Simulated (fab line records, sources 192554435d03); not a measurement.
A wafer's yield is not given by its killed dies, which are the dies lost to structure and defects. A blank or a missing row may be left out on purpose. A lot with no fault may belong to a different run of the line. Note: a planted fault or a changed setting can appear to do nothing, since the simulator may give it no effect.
Problem report, 8D (eight disciplines) form, completed by code	flow n5Finfet	the parts of the form that need people (team, actions taken, sign-off) are left out

## 1. WHAT IS WRONG
biasW at N5_BEOL_M5_VIA_ETCH_34 reads a mean of 160.9 W on 1 wafer of 1 lot; wafers without a fault read 185.0 W with a standard deviation of 0.57. That is -42 standard deviations from the usual mean.
The step: etches SiCOH lowk in C4F6/O2, target depth 88.3 nm, time 39.2 s.
First observed at day 10 15:54: wafer L150.3, on rieDiel-02. The record has a number at this step for 15 wafers belonging to 5 lots. Rule for "out", or "out of limits": more than 4 standard deviations from the usual mean. Any other wafer with a number is counted as sound.

## 2. WHAT IT IS AND WHAT IT IS NOT
question	is	is not
which readings at this step	biasW, rfVppV	drypumpMotorCurrentA, oesProductAu, rfFwdPowerW, showerheadPlenumPTorr, throttleValvePct
which lots	L150	L142, L156, L158, L163
which wafers of those lots	L150.3	L150.2, L150.4
read on which tools	rieDiel-02	rieDiel-04, rieDiel-06
when	from day 10 15:54	up to then (5 sound wafers); but 9 sound wafers of L156, L158, L163 came after

## 3. SUSPECTS, AND WHAT RULES EACH OUT
Counting: a tool at a process step up to the reading stays a suspect if it ran every lot that is out. Sound lots after the first of them don't rule it out here, since some wafers of a struck lot are sound.
- rieDiel-02 at N5_BEOL_M5_DESCUM_33 (chemistry O2, time 7 s): kept. It ran the lot that is out, L150 (day 10 15:43).
- rieDiel-02 at N5_BEOL_M5_ETCH_75 (etches underlayer in N2/H2, target depth 6.5 nm, time 5.2 s): kept. It ran the lot that is out, L150 (day 10 15:45).
- rieDiel-02 at N5_BEOL_M5_ETCH_67 (etches SiARC in CF4, target depth 15.6 nm, time 26 s): kept. It ran the lot that is out, L150 (day 10 15:46).
- rieDiel-02 at N5_BEOL_M5_ETCH_68 (etches SOC in N2/H2, target depth 80 nm, overetch 16 nm, time 120 s): kept. It ran the lot that is out, L150 (day 10 15:48).
- rieDiel-02 at N5_BEOL_M5_VIA_ETCH_34 (etches SiCOH lowk in C4F6/O2, target depth 88.3 nm, time 39.2 s): kept. It ran the lot that is out, L150 (day 10 15:54). Its own biasW, rfVppV readings are out on those wafers.
- In rieDiel-02 at N5_BEOL_M5_DESCUM_33, the wafers that are out were processed in chamber 1 and their sound lot-mates in chambers 0, 3.
- In rieDiel-02 at N5_BEOL_M5_ETCH_75, the wafers that are out were processed in chamber 1 and their sound lot-mates in chambers 0, 3.
- In rieDiel-02 at N5_BEOL_M5_ETCH_67, the wafers that are out were processed in chamber 1 and their sound lot-mates in chambers 0, 3.
- In rieDiel-02 at N5_BEOL_M5_ETCH_68, the wafers that are out were processed in chamber 1 and their sound lot-mates in chambers 0, 3.
- In rieDiel-02 at N5_BEOL_M5_VIA_ETCH_34, the wafers that are out were processed in chamber 1 and their sound lot-mates in chambers 0, 3.
Left after counting: rieDiel-02 at N5_BEOL_M5_DESCUM_33, rieDiel-02 at N5_BEOL_M5_ETCH_75, rieDiel-02 at N5_BEOL_M5_ETCH_67, rieDiel-02 at N5_BEOL_M5_ETCH_68, rieDiel-02 at N5_BEOL_M5_VIA_ETCH_34.

## 4. THE CAUSE (what the simulator had put in)
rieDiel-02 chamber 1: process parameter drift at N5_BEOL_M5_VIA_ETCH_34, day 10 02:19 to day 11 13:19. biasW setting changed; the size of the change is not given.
Counting left 5 suspects, and this tool is among them.

## 5. THE CHAIN OF EFFECTS, in route order
One row per reading whose mean, taken over the struck wafers that have a number, lies over 3 standard deviations from the usual. Scope: only readings with a usual standard deviation given in the record; hours: median across lots of the time from each lot's start at the first step in this table that gives one to its start at this step; sigmas: change in usual standard deviations.
hours	step	reading	usual	on struck wafers	change	sigmas
0	N5_BEOL_M5_VIA_ETCH_34	biasW	185.0 W	160.9	-24.1	-42
0	N5_BEOL_M5_VIA_ETCH_34	rfVppV	661 V	586	-75	-8.5
It contains these process steps:
- N5_BEOL_M5_VIA_ETCH_34: etches SiCOH lowk in C4F6/O2, target depth 88.3 nm, time 39.2 s.

## 6. HOW IT WOULD HAVE BEEN CAUGHT EARLIER
The fault began at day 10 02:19; the first out-of-limits reading in this record came at day 10 15:54, 14 hours later.
